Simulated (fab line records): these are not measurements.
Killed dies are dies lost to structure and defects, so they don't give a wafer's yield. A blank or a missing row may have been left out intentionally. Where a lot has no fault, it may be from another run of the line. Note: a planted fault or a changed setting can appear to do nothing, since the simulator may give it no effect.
The tool behind it: which one? ; flow nand_harc ; Sampling: 21 lots, 63 wafers, 6 of 1302 route steps

## WHAT THE GAUGES SHOWED, per wafer
Not one reading of a measure or inspect step in the record can be checked against a usual standard deviation.

## EACH LOT AND THE TOOL THAT RAN IT (in order: tool; ch and the chambers of the sampled wafers; start)
lot;NHARC_A_CHANNEL_FILL_D2_STRIP_28;NHARC_A_STAIRCASE_TRIM_16;NHARC_A_STAIRCASE_ETCH_25;NHARC_A_STAIRCASE_TRIM_220;NHARC_A_STAIRCASE_ETCH_230;NHARC_A_STAIRCASE_TRIM_231
L074;rie_diel-06 ch 1,2,3, day 14 07:47;rie_diel-12 ch 2,3, day 15 18:26 or earlier;rie_diel-04 ch 0,1,2, day 15 18:26 or earlier;rie_diel-12 ch 0,1,3, day 15 18:26;rie_diel-12 ch 1,2, no start;rie_diel-12 ch 0,2,3, no start
L075;rie_diel-06 ch 0,1, day 14 16:54;rie_diel-12 ch 1,2,3, day 16 04:36 or earlier;rie_diel-12 ch 0,3, day 16 04:36 or earlier;rie_diel-05 ch 1,2,3, day 16 04:36;rie_diel-05 ch 0,1,3, no start;rie_diel-05 ch 0,1,2, no start
L076;rie_diel-02 ch 1,2, day 15 05:13;rie_diel-05 ch 1,3, day 16 17:02 or earlier;rie_diel-05 ch 0,2,3, day 16 17:02 or earlier;rie_diel-05 ch 0,1,3, day 16 17:02;rie_diel-04 ch 1,2, no start;rie_diel-04 ch 0,1,3, no start
L077;rie_diel-06 ch 1,3, day 15 13:56;rie_diel-05 ch 0,2,3, day 17 01:17 or earlier;rie_diel-05 ch 1,3, day 17 01:17 or earlier;rie_diel-05 ch 0,2, day 17 01:17;rie_diel-05 ch 1,3, no start;rie_diel-05 ch 1,3, no start
L078;rie_diel-02 ch 2,3, day 15 13:58;rie_diel-04 ch 2,3, day 17 00:42 or earlier;rie_diel-04 ch 2,3, day 17 00:42 or earlier;rie_diel-05 ch 0,1, day 17 00:42;rie_diel-12 ch 0,2, no start;rie_diel-12 ch 1,3, no start
L079;rie_diel-08 ch 2,3, day 16 18:01;rie_diel-05 ch 1,2, day 18 04:31 or earlier;rie_diel-04 ch 0,1,2, day 18 04:31 or earlier;rie_diel-04 ch 1,2,3, day 18 04:31;rie_diel-04 ch 0,1,3, no start;rie_diel-04 ch 0,1, no start
L080;rie_diel-08 ch 1,2, day 17 03:16;rie_diel-04 ch 0,2, day 18 20:32 or earlier;rie_diel-04 ch 0,1,3, day 18 20:32 or earlier;rie_diel-12 ch 1,2,3, day 18 20:32;rie_diel-05 ch 0,3, no start;rie_diel-05 ch 0,1, no start
L081;rie_diel-02 ch 0,1,2, day 17 03:17;rie_diel-04 ch 0,1,3, day 18 14:55 or earlier;rie_diel-05 ch 1,2, day 18 14:55 or earlier;rie_diel-04 ch 0,1,3, day 18 14:55;rie_diel-04 ch 0,1, no start;rie_diel-04 ch 0,3, no start
L082;rie_diel-02 ch 0,2,3, day 17 19:14;rie_diel-05 ch 0,2,3, day 19 07:04 or earlier;rie_diel-05 ch 1,3, day 19 07:04 or earlier;rie_diel-05 ch 2,3, day 19 07:04;rie_diel-05 ch 0,3, no start;rie_diel-05 ch 0,3, no start
L085;rie_diel-06 ch 0,2,3, day 18 16:44;rie_diel-12 ch 0,2,3, day 20 08:39 or earlier;rie_diel-05 ch 0,3, day 20 08:39 or earlier;rie_diel-12 ch 0,1,2, day 20 08:39;rie_diel-05 ch 1,2,3, no start;rie_diel-05 ch 1,2,3, no start
L086;rie_diel-06 ch 0,2,3, day 19 06:05;rie_diel-04 ch 0,3, day 20 19:18 or earlier;rie_diel-04 ch 0,3, day 20 19:18 or earlier;rie_diel-04 ch 0,1, day 20 19:18;rie_diel-12 ch 0,1, no start;rie_diel-12 ch 1,2, no start
L087;rie_diel-06 ch 0,1,3, day 19 12:49;rie_diel-12 ch 0,1,2, day 21 00:26 or earlier;rie_diel-12 ch 0,1,3, day 21 00:26 or earlier;rie_diel-12 ch 1,2,3, day 21 00:26;rie_diel-05 ch 0,2,3, no start;rie_diel-05 ch 0,1,2, no start
L089;rie_diel-08 ch 1,2,3, day 20 12:13;rie_diel-04 ch 0,2,3, day 21 22:45 or earlier;rie_diel-12 ch 0,1,3, day 21 22:45 or earlier;rie_diel-12 ch 0,2,3, day 21 22:45;rie_diel-12 ch 0,1,2, no start;rie_diel-12 ch 1,2,3, no start
L088;rie_diel-02 ch 0,1,2, day 20 12:13;rie_diel-04 ch 0,1,2, day 21 22:58 or earlier;rie_diel-04 ch 1,2, day 21 22:58 or earlier;rie_diel-05 ch 0,1, day 21 22:58;rie_diel-04 ch 0,1,2, no start;rie_diel-04 ch 0,2, no start
L091;rie_diel-02 ch 0,1,3, day 21 10:04;rie_diel-04 ch 1,2,3, day 22 22:00 or earlier;rie_diel-12 ch 1,2,3, day 22 22:00 or earlier;rie_diel-05 ch 1,2,3, day 22 22:00;rie_diel-05 ch 0,1,2, no start;rie_diel-05 ch 1,2,3, no start
L093;rie_diel-06 ch 0,1,2, day 22 06:19;rie_diel-12 ch 1,2,3, day 23 19:10 or earlier;rie_diel-12 ch 0,2,3, day 23 19:10 or earlier;rie_diel-04 ch 0,2,3, day 23 19:10;rie_diel-12 ch 0,1,2, no start;rie_diel-12 ch 2,3, no start
L092;rie_diel-02 ch 0,1,2, day 22 06:19;rie_diel-05 ch 0,1, day 23 21:01 or earlier;rie_diel-05 ch 0,2, day 23 21:01 or earlier;rie_diel-04 ch 1,3, day 23 21:01;rie_diel-12 ch 2,3, no start;rie_diel-12 ch 0,1, no start
L094;rie_diel-02 ch 0,2,3, day 22 19:07;rie_diel-04 ch 1,3, day 24 05:30 or earlier;rie_diel-04 ch 0,2, day 24 05:30 or earlier;rie_diel-04 ch 0,2,3, day 24 05:30;rie_diel-05 ch 0,2, no start;rie_diel-05 ch 0,1,2, no start
L095;rie_diel-06 ch 1,3, day 23 08:51;rie_diel-05 ch 0,1,2, day 24 20:32 or earlier;rie_diel-05 ch 2,3, day 24 20:32 or earlier;rie_diel-05 ch 1,2,3, day 24 20:32;rie_diel-04 ch 0,2, no start;rie_diel-04 ch 1,3, no start
L096;rie_diel-08 ch 0,1,3, day 23 08:52;rie_diel-05 ch 0,1,3, day 24 20:42 or earlier;rie_diel-05 ch 1,2,3, day 24 20:42 or earlier;rie_diel-12 ch 1,2,3, day 24 20:42;rie_diel-05 ch 0,1,3, no start;rie_diel-05 ch 1,2,3, no start
L097;rie_diel-06 ch 0,1, day 23 21:40;rie_diel-04 ch 2,3, day 25 08:47 or earlier;rie_diel-05 ch 1,2,3, day 25 08:47 or earlier;rie_diel-12 ch 1,2,3, day 25 08:47;rie_diel-12 ch 1,2,3, no start;rie_diel-12 ch 1,2,3, no start
- NHARC_A_CHANNEL_FILL_D2_STRIP_28: strips in O2, time 20 s.
- NHARC_A_STAIRCASE_TRIM_16: chemistry O2, time 211.2 s.
- NHARC_A_STAIRCASE_ETCH_25: etches the open film in C4F8/O2, target depth 100 nm, time 40.5 s.
- NHARC_A_STAIRCASE_TRIM_220: chemistry O2, time 211.2 s.
- NHARC_A_STAIRCASE_ETCH_230: etches the open film in C4F8/O2, target depth 100 nm, time 40.5 s.
- NHARC_A_STAIRCASE_TRIM_231: chemistry O2, time 211.2 s.

## AS READ BY THE TOOLS THEMSELVES (means over the sampled wafers that have a number; for cases with no such wafer, the mark the record gives instead)
NHARC_A_CHANNEL_FILL_D2_STRIP_28.
lot;tool;drypump_motor_current_A (A);o2_flow_sccm (sccm);oes_product_au (a.u.);rf_vpp_V (V);showerhead_plenum_p_Torr (Torr);throttle_valve_pct (%)
L074;rie_diel-06;5.4;500.8;0.993;57.4;3.43;17.033
L075;rie_diel-06;5.7;499.1;0.989;57.0;3.40;17.031
L076;rie_diel-02;6.0;498.8;0.996;57.7;3.57;17.035
L077;rie_diel-06;5.4;501.0;0.995;57.4;3.36;17.031
L078;rie_diel-02;5.4;500.0;0.996;57.8;3.41;17.035
L079;rie_diel-08;6.1;500.5;1.002;57.4;3.51;17.034
L080;rie_diel-08;6.3;500.4;0.988;58.5;3.58;17.032
L081;rie_diel-02;5.6;499.2;0.990;58.3;3.49;17.030
L082;rie_diel-02;5.5;499.1;1.001;57.4;3.38;17.044
L085;rie_diel-06;5.5;500.1;0.973;58.0;3.46;17.028
L086;rie_diel-06;5.6;498.7;0.987;58.2;3.46;17.035
L087;rie_diel-06;5.6;500.1;0.998;57.0;3.38;17.030
L089;rie_diel-08;6.0;498.8;1.015;58.2;3.48;17.044
L088;rie_diel-02;5.6;500.5;0.997;58.3;3.48;17.040
L091;rie_diel-02;6.1;500.2;1.001;57.8;3.43;17.043
L093;rie_diel-06;5.6;500.4;0.995;56.5;3.45;17.039
L092;rie_diel-02;5.6;500.2;0.989;57.1;3.48;17.047
L094;rie_diel-02;5.5;499.8;0.988;57.1;3.38;17.040
L095;rie_diel-06;5.4;498.4;1.001;58.3;3.35;17.030
L096;rie_diel-08;5.9;500.0;1.012;57.4;3.46;17.047
L097;rie_diel-06;5.5;499.0;0.987;57.0;3.37;17.032

NHARC_A_STAIRCASE_TRIM_16.
lot;tool;drypump_motor_current_A (A);o2_flow_sccm (sccm);oes_product_au (a.u.);rf_vpp_V (V);showerhead_plenum_p_Torr (Torr);throttle_valve_pct (%)
L074;rie_diel-12;5.67;498.6;0.991;57.7;3.43;17.033
L075;rie_diel-12;5.75;501.4;0.990;57.6;3.48;17.034
L076;rie_diel-05;5.98;502.6;1.007;57.2;3.36;17.037
L077;rie_diel-05;5.75;499.4;0.995;57.2;3.46;17.025
L078;rie_diel-04;6.01;499.5;1.005;58.1;3.63;17.039
L079;rie_diel-05;6.08;499.4;1.005;57.0;3.38;17.042
L080;rie_diel-04;6.04;499.7;1.018;57.6;3.60;17.030
L081;rie_diel-04;5.71;500.1;1.009;57.8;3.54;17.022
L082;rie_diel-05;5.77;500.0;0.994;57.5;3.45;17.032
L085;rie_diel-12;5.76;500.5;0.990;57.4;3.42;17.039
L086;rie_diel-04;5.67;499.2;1.005;57.4;3.49;17.031
L087;rie_diel-12;5.82;499.3;1.009;57.4;3.48;17.024
L089;rie_diel-04;5.95;498.3;1.018;58.4;3.56;17.038
L088;rie_diel-04;5.93;498.7;1.011;57.2;3.61;17.037
L091;rie_diel-04;5.81;499.4;1.000;58.4;3.58;17.045
L093;rie_diel-12;5.73;500.7;0.983;57.5;3.45;17.036
L092;rie_diel-05;5.86;499.8;0.995;57.9;3.34;17.038
L094;rie_diel-04;5.56;499.7;1.000;59.1;3.54;17.036
L095;rie_diel-05;5.86;499.5;0.996;57.8;3.40;17.040
L096;rie_diel-05;5.74;501.7;1.002;57.4;3.37;17.037
L097;rie_diel-04;6.02;501.7;1.027;58.1;3.60;17.037

NHARC_A_STAIRCASE_ETCH_25.
lot;tool;oes_product_au (a.u.);rf_vpp_V (V)
L074;rie_diel-04;0.953;899
L075;rie_diel-12;0.933;891
L076;rie_diel-05;0.931;894
L077;rie_diel-05;0.944;891
L078;rie_diel-04;0.947;899
L079;rie_diel-04;0.957;899
L080;rie_diel-04;0.949;897
L081;rie_diel-05;0.956;892
L082;rie_diel-05;0.948;891
L085;rie_diel-05;0.938;892
L086;rie_diel-04;0.954;896
L087;rie_diel-12;0.937;892
L089;rie_diel-12;0.952;891
L088;rie_diel-04;0.944;900
L091;rie_diel-12;0.933;894
L093;rie_diel-12;0.921;891
L092;rie_diel-05;0.926;893
L094;rie_diel-04;0.970;897
L095;rie_diel-05;0.952;893
L096;rie_diel-05;0.950;891
L097;rie_diel-05;0.960;891

NHARC_A_STAIRCASE_TRIM_220.
lot;tool;drypump_motor_current_A (A);o2_flow_sccm (sccm);oes_product_au (a.u.);rf_vpp_V (V);showerhead_plenum_p_Torr (Torr);throttle_valve_pct (%)
L074;rie_diel-12;5.77;500.0;0.995;57.5;3.44;17.045
L075;rie_diel-05;5.99;501.4;1.007;57.0;3.42;17.039
L076;rie_diel-05;5.75;500.2;0.988;57.6;3.40;17.039
L077;rie_diel-05;5.66;499.1;0.984;57.2;3.47;17.044
L078;rie_diel-05;5.83;499.2;0.997;56.6;3.37;17.044
L079;rie_diel-04;5.80;500.2;1.012;58.7;3.59;17.034
L080;rie_diel-12;5.74;500.1;1.004;57.8;3.47;17.040
L081;rie_diel-04;5.70;500.2;1.014;57.3;3.54;17.034
L082;rie_diel-05;5.98;499.4;0.998;57.8;3.46;17.031
L085;rie_diel-12;5.84;500.2;0.996;57.2;3.48;17.038
L086;rie_diel-04;5.72;498.7;0.999;58.6;3.58;17.043
L087;rie_diel-12;5.74;499.4;0.999;57.3;3.46;17.042
L089;rie_diel-12;5.77;501.0;0.987;57.0;3.42;17.032
L088;rie_diel-05;5.64;499.9;0.993;56.9;3.39;17.042
L091;rie_diel-05;6.00;500.4;0.998;57.6;3.39;17.044
L093;rie_diel-04;5.91;499.2;1.023;58.3;3.55;17.029
L092;rie_diel-04;5.56;498.5;1.011;57.7;3.54;17.046
L094;rie_diel-04;5.91;498.6;1.014;57.6;3.55;17.036
L095;rie_diel-05;5.98;500.1;1.014;57.7;3.38;17.038
L096;rie_diel-12;5.74;500.5;0.985;56.9;3.45;17.043
L097;rie_diel-12;5.75;499.6;0.987;57.2;3.44;17.040

NHARC_A_STAIRCASE_ETCH_230.
lot;tool;oes_product_au (a.u.);rf_vpp_V (V)
L074;rie_diel-12;0.943;897
L075;rie_diel-05;0.946;891
L076;rie_diel-04;0.963;901
L077;rie_diel-05;0.941;890
L078;rie_diel-12;0.931;894
L079;rie_diel-04;0.961;898
L080;rie_diel-05;0.967;892
L081;rie_diel-04;0.962;898
L082;rie_diel-05;0.932;892
L085;rie_diel-05;0.924;891
L086;rie_diel-12;0.979;895
L087;rie_diel-05;0.954;893
L089;rie_diel-12;0.948;895
L088;rie_diel-04;0.970;899
L091;rie_diel-05;0.944;891
L093;rie_diel-12;0.958;894
L092;rie_diel-12;0.929;892
L094;rie_diel-05;0.951;893
L095;rie_diel-04;0.990;900
L096;rie_diel-05;0.959;891
L097;rie_diel-12;0.930;892

NHARC_A_STAIRCASE_TRIM_231.
lot;tool;drypump_motor_current_A (A);o2_flow_sccm (sccm);oes_product_au (a.u.);rf_vpp_V (V);showerhead_plenum_p_Torr (Torr);throttle_valve_pct (%)
L074;rie_diel-12;5.73;501.4;0.998;57.3;3.44;17.041
L075;rie_diel-05;5.86;500.0;1.000;57.9;3.43;17.040
L076;rie_diel-04;5.70;499.7;1.008;57.2;3.55;17.034
L077;rie_diel-05;5.97;500.2;1.009;56.6;3.35;17.030
L078;rie_diel-12;5.75;499.9;0.995;57.4;3.48;17.043
L079;rie_diel-04;5.70;501.1;1.003;56.6;3.59;17.032
L080;rie_diel-05;5.64;500.7;1.007;57.9;3.40;17.044
L081;rie_diel-04;5.67;499.7;1.015;57.8;3.50;17.035
L082;rie_diel-05;5.53;499.5;1.001;58.1;3.43;17.033
L085;rie_diel-05;5.98;500.2;1.005;57.9;3.40;17.040
L086;rie_diel-12;5.82;501.9;0.996;58.9;3.52;17.039
L087;rie_diel-05;5.85;500.3;1.002;58.8;3.41;17.037
L089;rie_diel-12;5.74;500.2;0.992;57.5;3.46;17.041
L088;rie_diel-04;6.15;498.0;1.001;57.8;3.64;17.036
L091;rie_diel-05;5.96;500.1;1.005;57.4;3.39;17.035
L093;rie_diel-12;5.75;501.9;0.972;58.6;3.45;17.043
L092;rie_diel-12;5.85;500.8;1.024;56.8;3.47;17.026
L094;rie_diel-05;5.84;499.0;1.000;56.9;3.39;17.038
L095;rie_diel-04;5.59;499.9;1.009;57.3;3.50;17.050
L096;rie_diel-05;5.97;499.7;1.009;57.1;3.38;17.043
L097;rie_diel-12;5.74;498.8;0.976;57.3;3.44;17.041

## THE ANSWER, worked out from the rows above alone
Rule: what is usual is taken from the lots themselves. Put in order of their means at a reading, lots are off if they are a third of the lots or fewer, leave a main group of 4 or more, and stand apart from it by a gap of 3 or more times the standard deviation of the main group's means; of several such gaps the widest counts. Not used: any main group whose means are identical at the precision the tables above print for the reading. Also off: a lot with no number at a reading for which 4 or more lots have one. The other lots that the step has rows for count as sound. First the gauges in route order, then the tools' own readings, where a lot's mean is used as printed above. The first step at which some lot is off is used, and at that step the reading that is off furthest; a lot without a number counts as furthest.
No lot is off at any reading shown: from this, nothing can be told.

## WHAT HAD BEEN PUT IN BY THE SIMULATOR
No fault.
